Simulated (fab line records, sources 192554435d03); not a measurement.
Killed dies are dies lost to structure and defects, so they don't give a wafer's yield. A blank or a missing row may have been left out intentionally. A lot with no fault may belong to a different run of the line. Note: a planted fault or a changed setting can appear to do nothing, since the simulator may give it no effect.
fab line records	flow n5-finfet
record: lots: 11	wafers: 33	last-day: 18
route steps=1938 shown BEOL_M10@1491 BEOL_M15@1818 MIM_TOP@1838 PASSIVATION@1936
lots with no fault: from the same line, run without faults
start-h: the number of hours between the record's first day and the start of the first shown wafer of the lot	wait-h: hours since the lot's step before	" the same as in the row above	L1.1+2: several wafers, shown together as one row	- no value, or no start was given	* or withheld: withheld	< > ~ a bound
route shown NAME@n: names a module that has steps shown in the file, with the first one's number in the route	usual: average and standard deviation across the fault-free wafers	same: alike in all rows	chamber/n: place in a boat	sites: the reading at each site	_std_site: their standard deviation	_edge_site: inner sites' mean taken away from outer sites' mean	radius-mm: how far each site lies from the wafer's centre	mask NAME#n: copy n	behind: tool/chamber where the wafer was last shaped	hold: reason for holding the lot/hours on hold/outcome of the hold	device: which transistor (n, p or np) failed to switch	end of line: the tests these same wafers got at the end of their route	a step with no rows: only its recipe	killed: at the first sort, the dies lost to defects and structure; wafer yield is something else	map: shows each die of a wafer: x if killed, . if not, _ if none is there
set.NAME: the setting as run; set.NAME@STEP: as run at that earlier step	model.NAME: the simulator's own value behind a step, which no gauge read
route steps across a sampled set of lots; one table per step, one row per wafer
services: from which hour (start-h, from the record's first day; less than 0 if before it) a tool's chamber was out of use, for how many hours, and why
== steps ==
step: N5_BEOL_M10_HM_OPEN_17
recipe: chemistry: Cl2/BCl3	target-depth-a: 200	overetch-a: 60	target: TiN	mask-material: SOC	ion-energy-ev: 150	pressure-mtorr: 10	icp-w: 1000	bias-w: 126	Cl2_flow_sccm: 53.25	bcl3-flow-sccm: 21.75	Ar_flow_sccm: 25
usual: bcl3-flow-sccm: 21.75/0.064	drypump-motor-current-A: 5.7/0.42	oes-product-au: 0.71/0.091	throttle-valve-pct: 22.10/0.24
lot.wafer	tool	chamber	start-h	wait-h	bcl3-flow-sccm	drypump-motor-current-A	oes-product-au	rf-hours-counter-h	throttle-valve-pct
L572.1	rie-metal-01	1	228.36	0.0	21.78	5.0	0.53	110	22.27
L572.4	"	1	"	"	21.83	5.0	0.54	-	22.27
L572.6	"	0	"	"	21.67	6.2	0.80	-	21.70
L574.1	rie-metal-03	0	259.19	0.0	21.78	5.9	0.65	38	22.30
L574.3	"	1	"	"	21.64	5.3	0.80	-	22.26
L574.6	"	0	"	"	21.73	5.9	0.65	-	22.30
L576.2	rie-metal-01	1	259.55	0.0	21.81	5.0	0.53	113	22.29
L576.3	"	0	"	"	21.80	6.2	0.77	-	21.68
L576.5	"	0	"	"	21.80	6.2	0.78	-	21.68
L577.1	rie-metal-02	1	268.23	0.0	21.77	5.8	0.81	1	22.10
L577.5	"	0	"	"	21.74	5.8	0.77	-	22.16
L577.6	"	1	"	"	21.77	5.8	0.80	-	22.10
L580.2	rie-metal-01	1	272.80	0.0	21.73	5.0	0.54	114	22.28
L580.3	"	0	"	"	21.71	6.2	0.78	-	21.67
L580.4	"	1	"	"	21.77	5.0	0.54	-	22.26
L582.3	rie-metal-01	1	282.18	0.1	21.78	5.0	0.53	-	22.26
L582.4	"	0	"	"	21.78	6.2	0.76	-	21.69
L582.6	"	1	"	"	21.77	5.0	0.53	-	22.27
L583.1	rie-metal-01	0	291.56	0.0	21.72	6.2	0.77	9	21.69
L583.3	"	0	"	"	21.80	6.2	0.76	-	21.69
L583.5	"	0	"	"	21.76	6.2	0.76	-	21.69
L584.1	rie-metal-01	0	301.62	0.0	21.70	6.2	0.75	10	21.73
L584.3	"	0	"	"	21.61	6.2	0.75	-	21.71
L584.6	"	1	"	"	21.68	5.0	0.52	-	22.29
L585.2	rie-metal-01	1	301.91	0.0	21.79	5.0	0.53	117	22.27
L585.5	"	0	"	"	21.76	6.2	0.77	-	21.68
L585.6	"	1	"	"	21.78	5.0	0.52	-	22.28
L586.1	rie-metal-01	0	314.00	0.0	21.87	6.2	0.75	12	21.71
L586.4	"	0	"	"	21.71	6.2	0.75	-	21.70
L586.5	"	0	"	"	21.73	6.2	0.75	-	21.69
L594.4	rie-metal-02	1	368.76	0.1	21.68	5.7	0.73	-	22.14
L594.5	"	1	"	"	21.85	5.7	0.74	-	22.13
L594.6	"	0	"	"	21.65	5.8	0.74	-	22.19
step: N5_BEOL_M15_PRE_CLEAN_42
recipe: gas: H2/He	time-s: 30	temp-c: 300
usual: heater-power-w: 468/56
lot.wafer	tool	chamber	start-h	wait-h	heater-power-w
L572.1	pvd-sputter-01	-	268.24	0.0	477
L572.4	"	-	"	"	482
L572.6	"	-	"	"	488
L576.2	pvd-sputter-02	-	290.37	0.0	453
L576.3	"	-	"	"	566
L576.5	"	-	"	"	425
L574.1	pvd-sputter-03	-	293.71	0.0	354
L574.3	"	-	"	"	404
L574.6	"	-	"	"	364
L577.1	pvd-sputter-01	-	309.27	0.0	429
L577.5	"	-	"	"	430
L577.6	"	-	"	"	468
L580.2	pvd-sputter-03	-	315.19	0.0	506
L580.3	"	-	"	"	364
L580.4	"	-	"	"	437
L582.3	pvd-sputter-02	-	318.82	0.0	439
L582.4	"	-	"	"	547
L582.6	"	-	"	"	446
L583.1	pvd-sputter-01	-	327.08	0.0	428
L583.3	"	-	"	"	508
L583.5	"	-	"	"	427
L585.2	pvd-sputter-02	-	335.27	0.0	415
L585.5	"	-	"	"	553
L585.6	"	-	"	"	428
L584.1	pvd-sputter-03	-	335.41	0.0	516
L584.3	"	-	"	"	453
L584.6	"	-	"	"	511
L586.1	pvd-sputter-03	-	353.76	0.0	412
L586.4	"	-	"	"	526
L586.5	"	-	"	"	524
L594.4	pvd-sputter-01	-	416.89	0.0	462
L594.5	"	-	"	"	516
L594.6	"	-	"	"	488
step: N5_BEOL_M15_SPUTTER_44
recipe: material: Ta	target-thk-a: 150	temp-c: 50	bias-v: 80	power-w: 15000	chamber-pressure-pa: 0.07	time-s: 24.19
usual: substrate-temp-c: 50.00/0.12	throttle-valve-pct: 29.9/0.88
lot.wafer	tool	chamber	start-h	wait-h	substrate-temp-c	throttle-valve-pct
L572.1	pvd-sputter-01	-	268.36	0.0	50.10	29.9
L572.4	"	-	"	"	49.95	29.2
L572.6	"	-	"	"	50.02	29.2
L576.2	pvd-sputter-02	-	290.49	0.0	50.04	27.6
L576.3	"	-	"	"	50.02	28.9
L576.5	"	-	"	"	49.87	30.6
L574.1	pvd-sputter-03	-	293.83	0.0	50.30	30.8
L574.3	"	-	"	"	49.94	30.2
L574.6	"	-	"	"	50.10	30.8
L577.1	pvd-sputter-01	-	309.39	0.0	50.02	30.5
L577.5	"	-	"	"	50.08	30.3
L577.6	"	-	"	"	50.21	29.6
L580.2	pvd-sputter-03	-	315.31	0.0	50.06	31.1
L580.3	"	-	"	"	49.99	30.9
L580.4	"	-	"	"	49.99	29.8
L582.3	pvd-sputter-02	-	318.94	0.0	49.80	27.8
L582.4	"	-	"	"	49.93	28.7
L582.6	"	-	"	"	49.86	27.7
L583.1	pvd-sputter-01	-	327.20	0.0	50.09	30.5
L583.3	"	-	"	"	50.23	30.3
L583.5	"	-	"	"	50.08	30.3
L585.2	pvd-sputter-02	-	335.39	0.0	49.76	30.7
L585.5	"	-	"	"	50.06	30.0
L585.6	"	-	"	"	50.02	30.3
L584.1	pvd-sputter-03	-	335.53	0.0	50.09	31.0
L584.3	"	-	"	"	50.09	29.7
L584.6	"	-	"	"	50.04	31.1
L586.1	pvd-sputter-03	-	353.88	0.0	49.98	30.2
L586.4	"	-	"	"	50.08	31.2
L586.5	"	-	"	"	50.11	31.2
L594.4	pvd-sputter-01	-	417.01	0.0	50.09	29.8
L594.5	"	-	"	"	50.07	30.1
L594.6	"	-	"	"	50.23	29.3
step: N5_MIM_TOP_SPUTTER_03
recipe: material: TiN	target-thk-a: 350	temp-c: 200	power-w: 3000	chamber-pressure-pa: 0.49996	gas: Ar	reactive-partial-pa: 0.37997	time-s: 89.7
usual: substrate-temp-c: 199.99/0.15	throttle-valve-pct: 29.7/0.95
lot.wafer	tool	chamber	start-h	wait-h	substrate-temp-c	throttle-valve-pct
L572.1	pvd-sputter-01	-	273.00	0.0	199.99	29.8
L572.4	"	-	"	"	199.93	30.4
L572.6	"	-	"	"	200.13	29.8
L576.2	pvd-sputter-01	-	296.09	0.0	200.04	30.3
L576.3	"	-	"	"	199.43	29.3
L576.5	"	-	"	"	200.08	30.5
L574.1	pvd-sputter-02	-	298.31	0.0	200.02	30.0
L574.3	"	-	"	"	200.21	29.1
L574.6	"	-	"	"	200.16	27.6
L577.1	pvd-sputter-02	-	314.74	0.0	199.90	27.6
L577.5	"	-	"	"	200.12	30.2
L577.6	"	-	"	"	200.05	30.7
L580.2	pvd-sputter-01	-	319.36	0.0	199.95	29.7
L580.3	"	-	"	"	200.00	29.2
L580.4	"	-	"	"	200.00	30.4
L582.3	pvd-sputter-02	-	326.62	0.0	200.24	30.0
L582.4	"	-	"	"	200.18	29.0
L582.6	"	-	"	"	200.00	30.6
L583.1	pvd-sputter-03	-	335.29	0.0	200.12	30.1
L583.3	"	-	"	"	200.00	29.9
L583.5	"	-	"	"	199.86	30.1
L585.2	pvd-sputter-02	-	338.54	0.0	200.05	27.6
L585.5	"	-	"	"	200.29	27.7
L585.6	"	-	"	"	199.78	28.8
L584.1	pvd-sputter-01	-	342.20	0.0	199.99	30.7
L584.3	"	-	"	"	199.97	30.0
L584.6	"	-	"	"	200.01	30.0
L586.1	pvd-sputter-02	-	357.29	0.0	199.96	28.7
L586.4	"	-	"	"	200.05	30.6
L586.5	"	-	"	"	199.98	30.0
L594.4	pvd-sputter-02	-	420.54	0.0	200.12	27.2
L594.5	"	-	"	"	199.95	30.7
L594.6	"	-	"	"	199.93	30.1
step: N5_PASSIVATION_PROBE_49
usual: defect-limited-yield: 91.5/1.4	killed_at_M0_to_M3: 32/11	killed_at_M4_up: 12/4.4	killed-at-contacts: 13/6.1	killed-at-front-end: 39/12	killed-at-other: 3.9/3	killed-dies: 100/17	killed-on-rim: 13/3.9	killed-open: 66/12	killed-short: 33/7.4	sort_bin_4_leakage: 0.03/0.14	sort_bin_5_function: 5.0/0.95	sort_bin_6_memory: 3.2/0.66	sort_bin_8_speed: 0.0/0.33	sort-n-pass: 1079/17	sort-yield-pct: 91.4/1.5
same: gross-dies: 1180	killed-at-back-side: 0
lot.wafer	tool	chamber	start-h	wait-h	defect-limited-yield[%]	killed_at_M0_to_M3	killed_at_M4_up	killed-at-contacts	killed-at-front-end	killed-at-other	killed-dies	killed-on-rim	killed-open	killed-short	sort_bin_4_leakage[%]	sort_bin_5_function[%]	sort_bin_6_memory[%]	sort_bin_8_speed[%]	sort-n-pass	sort-yield-pct[%]
L585.2	prober-02	-	349.30	0.1	86.4	24	98	5	34	0	161	8	42	25	0	10.0	2.3	0	1019	86.4
L585.5	prober-02	-	349.45	0.2	85.8	37	91	5	32	2	167	28	53	43	0	8.2	4.5	0	1013	85.8
L585.6	prober-02	-	349.50	0.3	85.4	21	109	9	32	1	172	7	47	27	0	9.2	4.2	0	1008	85.4
L584.1	prober-02	-	353.61	0.0	84.7	37	66	14	56	7	180	30	81	38	0.93	8.9	5.3	0	989	83.8
L584.3	prober-02	-	353.71	0.1	86.4	33	70	8	46	4	161	21	69	27	0	9.3	3.1	0	1019	86.4
L584.6	prober-02	-	353.86	0.3	82.1	29	115	11	46	10	211	18	66	43	0.25	11.9	4.4	0	966	81.9
L586.1	prober-02	-	369.75	0.0	87.5	27	70	14	36	1	148	21	53	33	0	8.8	2.4	0	1032	87.5
L586.4	prober-02	-	369.90	0.2	84.2	46	75	21	44	1	187	20	85	38	0	10.3	4.7	0	993	84.2
L586.5	prober-02	-	369.95	0.2	86.9	40	74	17	22	2	155	23	66	27	0	8.4	3.6	0	1025	86.9
killed by level:class
L585.2 BEOL_M10:unspecified=91 BEOL_M3:geometric-particle:open=7 FIN_SAQP:geometric-particle:short=6 STI_FIN_REVEAL:geometric-particle:open=6 GATE_CUT:geometric-particle:short=4 MOL_CONTACT_COAG:geometric-particle:open=4 BEOL_M1:geometric-particle:open=4 BEOL_M2:geometric-particle:open=4
L585.5 BEOL_M10:unspecified=69 BEOL_M0_SAQP:geometric-particle:short=14 BEOL_M0_SAQP:geometric-particle:open=11 BEOL_M1:geometric-particle:open=8 BEOL_M4:geometric-particle:open=8 GATE_CUT:geometric-particle:short=5 GATE_CUT:geometric-particle:open=5 BEOL_M4:geometric-particle:short=5
L585.6 BEOL_M10:unspecified=98 FIN_SAQP:geometric-particle:short=9 BEOL_M2:geometric-particle:open=7 MOL_CONTACT_COAG:geometric-particle:open=6 BEOL_M4:geometric-particle:open=6 DUMMY_GATE:geometric-particle:open=4 STARTING-WAFER:geometric-particle:open=4 STI_FIN_REVEAL:geometric-particle:open=3
L584.1 BEOL_M10:unspecified=59 STI_FIN_REVEAL:geometric-particle:open=15 FIN_SAQP:geometric-particle:short=12 FIN_SAQP:geometric-particle:open=12 BEOL_M0_SAQP:geometric-particle:open=11 MOL_CONTACT_COAG:geometric-particle:open=10 BEOL_M1:geometric-particle:open=8 BEOL_M0_SAQP:geometric-particle:short=8
L584.3 BEOL_M10:unspecified=62 STI_FIN_REVEAL:geometric-particle:open=16 DUMMY_GATE:geometric-particle:open=9 BEOL_M3:geometric-particle:open=9 BEOL_M1:geometric-particle:open=6 MOL_CONTACT_COAG:geometric-particle:open=5 BEOL_M0_SAQP:geometric-particle:short=5 BEOL_M2:geometric-particle:open=5
L584.6 BEOL_M10:unspecified=98 STI_FIN_REVEAL:geometric-particle:open=18 MOL_CONTACT_COAG:geometric-particle:open=9 FIN_SAQP:geometric-particle:short=8 BEOL_M0_SAQP:geometric-particle:open=8 BEOL_M0_SAQP:geometric-particle:short=6 BEOL_M1:geometric-particle:open=6 BEOL_M1:geometric-particle:short=5
L586.1 BEOL_M10:unspecified=60 STI_FIN_REVEAL:geometric-particle:open=14 MOL_CONTACT_COAG:geometric-particle:open=11 BEOL_M0_SAQP:geometric-particle:short=7 FIN_SAQP:geometric-particle:short=6 BEOL_M2:geometric-particle:open=5 STARTING-WAFER:geometric-particle:open=5 BEOL_M4:geometric-particle:open=4
L586.4 BEOL_M10:unspecified=61 MOL_CONTACT_COAG:geometric-particle:open=16 BEOL_M2:geometric-particle:open=15 FIN_SAQP:geometric-particle:short=11 FIN_SAQP:geometric-particle:open=10 BEOL_M0_SAQP:geometric-particle:short=9 BEOL_M4:geometric-particle:open=9 STI_FIN_REVEAL:geometric-particle:open=8
L586.5 BEOL_M10:unspecified=61 MOL_CONTACT_COAG:geometric-particle:open=15 STI_FIN_REVEAL:geometric-particle:open=11 BEOL_M3:geometric-particle:open=11 BEOL_M0_SAQP:geometric-particle:short=7 BEOL_M4:geometric-particle:open=5 BEOL_M0_SAQP:geometric-particle:open=4 BEOL_M1:geometric-particle:open=4
== services ==
tool	chamber	start-h	hours	kind
rie-metal-03	-	225.39	1.4	pm
rie-metal-03	1	231.34	-	clean
rie-metal-03	1	231.34	21.0	scheduled-down
rie-metal-03	1	231.34	21.0	vent-cycle
rie-metal-02	1	242.07	-	clean
rie-metal-02	1	242.07	20.0	scheduled-down
rie-metal-02	1	242.07	20.0	vent-cycle
rie-metal-03	0	277.46	1.2	repair
rie-metal-02	0	281.18	8.2	repair
rie-metal-01	-	282.30	2.8	pm
rie-metal-01	1	313.16	2.2	repair
pvd-sputter-02	-	339.91	4.3	repair
rie-metal-02	-	342.30	1.0	repair
rie-metal-02	-	349.32	1.4	pm
rie-metal-03	-	378.13	2.1	repair
pvd-sputter-03	-	380.55	4.1	repair
== key ==
first-sign: step: N5_PASSIVATION_PROBE_49	reading: killed_at_M4_up	direction: up	sigmas: 16	usual: 12	struck: 85
effect: step: N5_PASSIVATION_PROBE_49	reading: killed-dies	direction: up	sigmas: 4.2	usual: 100	struck: 171
more-kills-born-at: N5_BEOL_M10_HM_OPEN_17@rie-metal-01: 659
met-at N5_BEOL_M10_HM_OPEN_17
struck-lots L584,L585,L586
not-acting-at N5_BEOL_M15_PRE_CLEAN_42,N5_BEOL_M15_SPUTTER_44,N5_MIM_TOP_SPUTTER_03
onset-between 291.56 301.62
fault: kind: chamber-particle-source	tool: rie-metal-01	chamber: -	onset-h: 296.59	steps: N5_BEOL_M10_HM_OPEN_17	rate-per-visit-cm2: 0.42903	end-h: 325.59
